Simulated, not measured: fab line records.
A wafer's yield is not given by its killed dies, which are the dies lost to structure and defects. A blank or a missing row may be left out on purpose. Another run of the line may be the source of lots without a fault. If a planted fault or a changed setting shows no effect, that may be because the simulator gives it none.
Which tool did it? :: flow nand harc :: Sampling: 11 lots, 32 wafers, 7 of 1159 route steps

== WHAT EACH GAUGE READ, for each wafer ==
NHARC_P_BONDPAD_THK_MEAS_20: measures by xrf. Usual: thk nm at 160.0 nm, with a standard deviation of 1.3.
lot: L934
measured: day 7 01:20
on: film metro-01
thk nm (nm): 160.8 161.6 161.9
flag: 

lot: L935
measured: day 7 05:22
on: film metro-02
thk nm (nm): 160.9 161.3 159.0
flag: 

lot: L936
measured: day 7 11:04
on: film metro-01
thk nm (nm): 161.0 160.7 157.4
flag: 

lot: L939
measured: day 7 20:23
on: film metro-02
thk nm (nm): 159.1 160.2 158.4
flag: 

lot: L941
measured: day 8 06:37
on: film metro-01
thk nm (nm): 159.5 160.9 160.0
flag: 

lot: L940
measured: day 8 07:08
on: film metro-02
thk nm (nm): 158.4 157.8 159.0
flag: 

lot: L942
measured: day 8 15:30
on: film metro-01
thk nm (nm): 159.5 159.4 159.6
flag: 

lot: L945
measured: day 9 02:43
on: film metro-01
thk nm (nm): 158.5 160.9 159.8
flag: 

lot: L952
measured: day 10 22:34
on: film metro-02
thk nm (nm): 158.5 161.4
flag: 

lot: L953
measured: day 11 08:59
on: film metro-02
thk nm (nm): 160.8 159.6 159.5
flag: 

lot: L956
measured: day 11 17:07
on: film metro-02
thk nm (nm): 160.8 157.7 160.7
flag: 

NHARC_A_ZERO_WELL_INSPECT_17. Usual: raw defect count at 12, with a standard deviation of 5.2.
lot: L934
measured: day 7 04:22
on: defect inspect-01
raw defect count: 24 8 19
flag: 

lot: L935
measured: day 7 08:27
on: defect inspect-01
raw defect count: 20 18 31
flag: 

lot: L936
measured: day 7 14:04
on: defect inspect-01
raw defect count: 17 10 14
flag: 

lot: L939
measured: day 7 23:23
on: defect inspect-01
raw defect count: 6 8 17
flag: 

lot: L941
measured: day 8 09:38
on: defect inspect-02
raw defect count: 10 10 7
flag: 

lot: L940
measured: day 8 10:17
on: defect inspect-01
raw defect count: 8 12 9
flag: 

lot: L942
measured: day 8 18:32
on: defect inspect-02
raw defect count: 11 18 8
flag: 

lot: L945
measured: day 9 05:44
on: defect inspect-01
raw defect count: 9 11 11
flag: 

lot: L952
measured: day 11 01:35
on: defect inspect-01
raw defect count: 343 17 335 16
flag: OFF

lot: L953
measured: day 11 11:52
on: defect inspect-01
raw defect count: 15 330 5 14 328 4
flag: OFF

lot: L956
measured: day 11 19:58
on: defect inspect-02
raw defect count: 18 12 2
flag: 

NHARC_A_SOURCE_PLATE_INSPECT_08. Usual: raw defect count at 63, with a standard deviation of 26.
lot: L934
measured: day 8 00:52
on: defect inspect-02
raw defect count: 68 76 64
flag: 

lot: L935
measured: day 8 04:57
on: defect inspect-02
raw defect count: 53 53 84
flag: 

lot: L936
measured: day 8 10:10
on: defect inspect-01
raw defect count: 46 36 36
flag: 

lot: L939
measured: day 8 20:25
on: defect inspect-01
raw defect count: 27 43 71
flag: 

lot: L941
measured: day 9 05:40
on: defect inspect-02
raw defect count: 70 62 50
flag: 

lot: L940
measured: day 9 05:40
on: defect inspect-01
raw defect count: 29 29 28
flag: 

lot: L942
measured: day 9 16:41
on: defect inspect-02
raw defect count: 62 40 20
flag: 

lot: L945
measured: day 10 03:23
on: defect inspect-02
raw defect count: 104 67 80
flag: 

lot: L952
measured: day 12 01:13
on: defect inspect-01
raw defect count: 393 90 403 85
flag: OFF

lot: L953
measured: day 12 10:56
on: defect inspect-02
raw defect count: 51 356 38 46 352 43
flag: OFF

lot: L956
measured: day 12 15:29
on: defect inspect-01
raw defect count: 60 39 43
flag: 

NHARC_END_SORT_01. Usual: killed at array 24, standard deviation 8.8; killed at other 0.7, standard deviation 0.99; killed at periphery 3.5, standard deviation 2.6; killed dies 28, standard deviation 9.3; killed open 3.2, standard deviation 1.7; killed short 1.7, standard deviation 1.4.
lot: L941
measured: day 21 07:43
on: prober-01
killed at array: 13 9 14
killed at other: 0 1 0
killed at periphery: 1 1 3
killed dies: 14 11 17
killed open: 2 0 2
killed short: 2 1 3
flag: 

lot: L952
measured: day 24 02:23
on: prober-01
killed at array: 75 39
killed at other: 3 3
killed at periphery: 2 2
killed dies: 80 44
killed open: 3 4
killed short: 3 3
flag: OFF

lot: L953
measured: day 24 14:22
on: prober-01
killed at array: 30 87 32
killed at other: 0 0 0
killed at periphery: 4 3 2
killed dies: 34 90 34
killed open: 5 5 3
killed short: 1 2 2
flag: 

== WHAT TOOL EACH LOT RAN ON (gives the tool, then ch and the chambers of the sampled wafers, and finally the start) ==
lot: L934
NHARC_P_BONDPAD_CMP_19: cmp-01 ch 1,2,3, day 7 01:01
NHARC_A_ZERO_WELL_ETCH_19: rie diel-10 ch 1,2,3, day 7 03:09
NHARC_A_ZERO_WELL_ETCH_13: rie si-03 ch 0,2,3, day 7 03:17

lot: L935
NHARC_P_BONDPAD_CMP_19: cmp-01 ch 1,2,3, day 7 05:02
NHARC_A_ZERO_WELL_ETCH_19: rie diel-10 ch 0,1,2, day 7 07:13
NHARC_A_ZERO_WELL_ETCH_13: rie si-06 ch 0,2, day 7 07:20

lot: L936
NHARC_P_BONDPAD_CMP_19: cmp-03 ch 1,3, day 7 10:45
NHARC_A_ZERO_WELL_ETCH_19: rie diel-11 ch 0,2,3, day 7 12:49
NHARC_A_ZERO_WELL_ETCH_13: rie si-06 ch 0,2, day 7 12:57

lot: L939
NHARC_P_BONDPAD_CMP_19: cmp-03 ch 0,3, day 7 20:03
NHARC_A_ZERO_WELL_ETCH_19: rie diel-10 ch 2,3, day 7 22:10
NHARC_A_ZERO_WELL_ETCH_13: rie si-06 ch 0,1,3, day 7 22:19

lot: L941
NHARC_P_BONDPAD_CMP_19: cmp-04 ch 0,1,3, day 8 06:19
NHARC_A_ZERO_WELL_ETCH_19: rie diel-10 ch 0,2,3, day 8 08:23
NHARC_A_ZERO_WELL_ETCH_13: rie si-06 ch 0,1,2, day 8 08:32

lot: L940
NHARC_P_BONDPAD_CMP_19: cmp-01 ch 1,2, day 8 06:48
NHARC_A_ZERO_WELL_ETCH_19: rie diel-11 ch 1,2, day 8 08:55
NHARC_A_ZERO_WELL_ETCH_13: rie si-02 ch 1,2,3, day 8 09:02

lot: L942
NHARC_P_BONDPAD_CMP_19: cmp-03 ch 0,2,3, day 8 15:11
NHARC_A_ZERO_WELL_ETCH_19: rie diel-07 ch 0,1,2, day 8 17:19
NHARC_A_ZERO_WELL_ETCH_13: rie si-02 ch 0,1, day 8 17:26

lot: L945
NHARC_P_BONDPAD_CMP_19: cmp-04 ch 1,3, day 9 02:23
NHARC_A_ZERO_WELL_ETCH_19: rie diel-07 ch 0,2,3, day 9 04:31
NHARC_A_ZERO_WELL_ETCH_13: rie si-06 ch 0,3, day 9 04:37

lot: L952
NHARC_P_BONDPAD_CMP_19: cmp-03 ch 0,1, day 10 22:14
NHARC_A_ZERO_WELL_ETCH_19: rie diel-07 ch 2,3, day 11 00:22
NHARC_A_ZERO_WELL_ETCH_13: rie si-06 ch 0,3, day 11 00:29

lot: L953
NHARC_P_BONDPAD_CMP_19: cmp-03 ch 0,1,3, day 11 08:40
NHARC_A_ZERO_WELL_ETCH_19: rie diel-10 ch 0,2, day 11 10:39
NHARC_A_ZERO_WELL_ETCH_13: rie si-06 ch 0,1,3, day 11 10:47

lot: L956
NHARC_P_BONDPAD_CMP_19: cmp-01 ch 0,1,3, day 11 16:49
NHARC_A_ZERO_WELL_ETCH_19: rie diel-07 ch 2,3, day 11 18:46
NHARC_A_ZERO_WELL_ETCH_13: rie si-03 ch 0,1,2, day 11 18:52
- NHARC_P_BONDPAD_CMP_19: polishes, t overpolish 30 s, cu recess touch 16 s, target thk 160.81 nm.
- NHARC_A_ZERO_WELL_ETCH_19: etches the open film in N2/H2, target depth 80 nm, overetch 24 nm, time 87.88 s.
- NHARC_A_ZERO_WELL_ETCH_13: etches the open film in HBr/Cl2, target depth 120 nm, time 40.1 s.

== WHAT THE TOOLS THEMSELVES READ (means of the sampled wafers that have a number; where no wafer has one, the mark that the record gives instead) ==
NHARC_P_BONDPAD_CMP_19. Usual: motor current A 12.2 A, standard deviation 1.6; overpolish run s 29.999 s, standard deviation 0.0087.
lot: L934
tool: cmp-01
motor current A (A): 12.2
overpolish run s (s): 29.998
flag: 

lot: L935
tool: cmp-01
motor current A (A): 12.1
overpolish run s (s): 29.997
flag: 

lot: L936
tool: cmp-03
motor current A (A): 12.7
overpolish run s (s): 29.998
flag: 

lot: L939
tool: cmp-03
motor current A (A): 10.4
overpolish run s (s): 29.992
flag: 

lot: L941
tool: cmp-04
motor current A (A): 12.5
overpolish run s (s): 30.002
flag: 

lot: L940
tool: cmp-01
motor current A (A): 11.8
overpolish run s (s): 30.002
flag: 

lot: L942
tool: cmp-03
motor current A (A): 12.2
overpolish run s (s): 30.000
flag: 

lot: L945
tool: cmp-04
motor current A (A): 12.3
overpolish run s (s): 30.004
flag: 

lot: L952
tool: cmp-03
motor current A (A): 11.3
overpolish run s (s): 30.005
flag: 

lot: L953
tool: cmp-03
motor current A (A): 11.5
overpolish run s (s): 30.005
flag: 

lot: L956
tool: cmp-01
motor current A (A): 13.1
overpolish run s (s): 29.999
flag: 

NHARC_A_ZERO_WELL_ETCH_19. Usual: drypump motor current A 5.6 A, standard deviation 0.33; oes product au 0.998 a.u., standard deviation 0.011; rf vpp V 431 V, standard deviation 3.2; showerhead plenum p Torr 2.06 Torr, standard deviation 0.11; throttle valve pct 14.171 %, standard deviation 0.0085.
lot: L934
tool: rie diel-10
drypump motor current A (A): 5.8
oes product au (a.u.): 0.995
rf vpp V (V): 435
showerhead plenum p Torr (Torr): 2.17
throttle valve pct (%): 14.170
flag: 

lot: L935
tool: rie diel-10
drypump motor current A (A): 6.0
oes product au (a.u.): 0.987
rf vpp V (V): 433
showerhead plenum p Torr (Torr): 2.11
throttle valve pct (%): 14.175
flag: 

lot: L936
tool: rie diel-11
drypump motor current A (A): 5.6
oes product au (a.u.): 1.008
rf vpp V (V): 428
showerhead plenum p Torr (Torr): 1.96
throttle valve pct (%): 14.171
flag: 

lot: L939
tool: rie diel-10
drypump motor current A (A): 5.6
oes product au (a.u.): 0.998
rf vpp V (V): 433
showerhead plenum p Torr (Torr): 2.15
throttle valve pct (%): 14.172
flag: 

lot: L941
tool: rie diel-10
drypump motor current A (A): 5.7
oes product au (a.u.): 0.991
rf vpp V (V): 432
showerhead plenum p Torr (Torr): 2.09
throttle valve pct (%): 14.162
flag: 

lot: L940
tool: rie diel-11
drypump motor current A (A): 5.9
oes product au (a.u.): 1.015
rf vpp V (V): 431
showerhead plenum p Torr (Torr): 2.01
throttle valve pct (%): 14.173
flag: 

lot: L942
tool: rie diel-07
drypump motor current A (A): 5.5
oes product au (a.u.): 0.995
rf vpp V (V): 434
showerhead plenum p Torr (Torr): 2.16
throttle valve pct (%): 14.171
flag: 

lot: L945
tool: rie diel-07
drypump motor current A (A): 5.5
oes product au (a.u.): 1.007
rf vpp V (V): 431
showerhead plenum p Torr (Torr): 2.07
throttle valve pct (%): 14.166
flag: 

lot: L952
tool: rie diel-07
drypump motor current A (A): 5.4
oes product au (a.u.): 0.992
rf vpp V (V): 432
showerhead plenum p Torr (Torr): 2.07
throttle valve pct (%): 14.157
flag: 

lot: L953
tool: rie diel-10
drypump motor current A (A): 5.9
oes product au (a.u.): 0.999
rf vpp V (V): 430
showerhead plenum p Torr (Torr): 2.03
throttle valve pct (%): 14.170
flag: 

lot: L956
tool: rie diel-07
drypump motor current A (A): 5.4
oes product au (a.u.): 0.993
rf vpp V (V): 430
showerhead plenum p Torr (Torr): 2.02
throttle valve pct (%): 14.169
flag: 

NHARC_A_ZERO_WELL_ETCH_13. Usual: drypump motor current A 5.8 A, standard deviation 0.49; hbr flow sccm 150.0 sccm, standard deviation 0.44; oes product au 1.000 a.u., standard deviation 0.0093; throttle valve pct 26.406 %, standard deviation 0.0091.
lot: L934
tool: rie si-03
drypump motor current A (A): 5.3
hbr flow sccm (sccm): 149.7
oes product au (a.u.): 1.007
throttle valve pct (%): 26.406
flag: 

lot: L935
tool: rie si-06
drypump motor current A (A): 6.3
hbr flow sccm (sccm): 150.3
oes product au (a.u.): 0.998
throttle valve pct (%): 26.406
flag: 

lot: L936
tool: rie si-06
drypump motor current A (A): 6.3
hbr flow sccm (sccm): 149.8
oes product au (a.u.): 0.986
throttle valve pct (%): 26.409
flag: 

lot: L939
tool: rie si-06
drypump motor current A (A): 6.0
hbr flow sccm (sccm): 150.0
oes product au (a.u.): 0.998
throttle valve pct (%): 26.406
flag: 

lot: L941
tool: rie si-06
drypump motor current A (A): 6.2
hbr flow sccm (sccm): 150.0
oes product au (a.u.): 0.986
throttle valve pct (%): 26.406
flag: 

lot: L940
tool: rie si-02
drypump motor current A (A): 5.9
hbr flow sccm (sccm): 150.3
oes product au (a.u.): 1.003
throttle valve pct (%): 26.406
flag: 

lot: L942
tool: rie si-02
drypump motor current A (A): 5.6
hbr flow sccm (sccm): 149.9
oes product au (a.u.): 1.008
throttle valve pct (%): 26.411
flag: 

lot: L945
tool: rie si-06
drypump motor current A (A): 5.9
hbr flow sccm (sccm): 149.7
oes product au (a.u.): 1.001
throttle valve pct (%): 26.410
flag: 

lot: L952
tool: rie si-06
drypump motor current A (A): 6.0
hbr flow sccm (sccm): 149.8
oes product au (a.u.): 0.986
throttle valve pct (%): 26.395
flag: 

lot: L953
tool: rie si-06
drypump motor current A (A): 6.0
hbr flow sccm (sccm): 149.9
oes product au (a.u.): 0.999
throttle valve pct (%): 26.409
flag: 

lot: L956
tool: rie si-03
drypump motor current A (A): 5.3
hbr flow sccm (sccm): 150.1
oes product au (a.u.): 1.003
throttle valve pct (%): 26.409
flag: 

== THE ANSWER, worked out from the rows above alone ==
Rule: lot off if the mean of its wafers having a number is beyond 3 standard deviations from the usual mean. A lot without any number at a reading at which 4 lots or more have one is off too. The other lots that the step has rows for count as sound. First the gauges in route order, then the tools' own readings, where a lot's mean is used as printed above. At the first step where some lot is off, the reading lying furthest off is the one used; lots without a number count as furthest.
Off at NHARC_A_ZERO_WELL_INSPECT_17 (raw defect count): L952, L953.
If a tool, at a process step before that reading, ran all the lots that are off and no sound lot after the first of them, it fits. Gauges at NHARC_A_ZERO_WELL_INSPECT_17: tried the same way as those tools. Can't be told from this: 3 tools fit, cmp-03 at NHARC_P_BONDPAD_CMP_19, rie si-06 at NHARC_A_ZERO_WELL_ETCH_13, defect inspect-01 at NHARC_A_ZERO_WELL_INSPECT_17.

== WHAT THE SIMULATOR HAD INSERTED ==
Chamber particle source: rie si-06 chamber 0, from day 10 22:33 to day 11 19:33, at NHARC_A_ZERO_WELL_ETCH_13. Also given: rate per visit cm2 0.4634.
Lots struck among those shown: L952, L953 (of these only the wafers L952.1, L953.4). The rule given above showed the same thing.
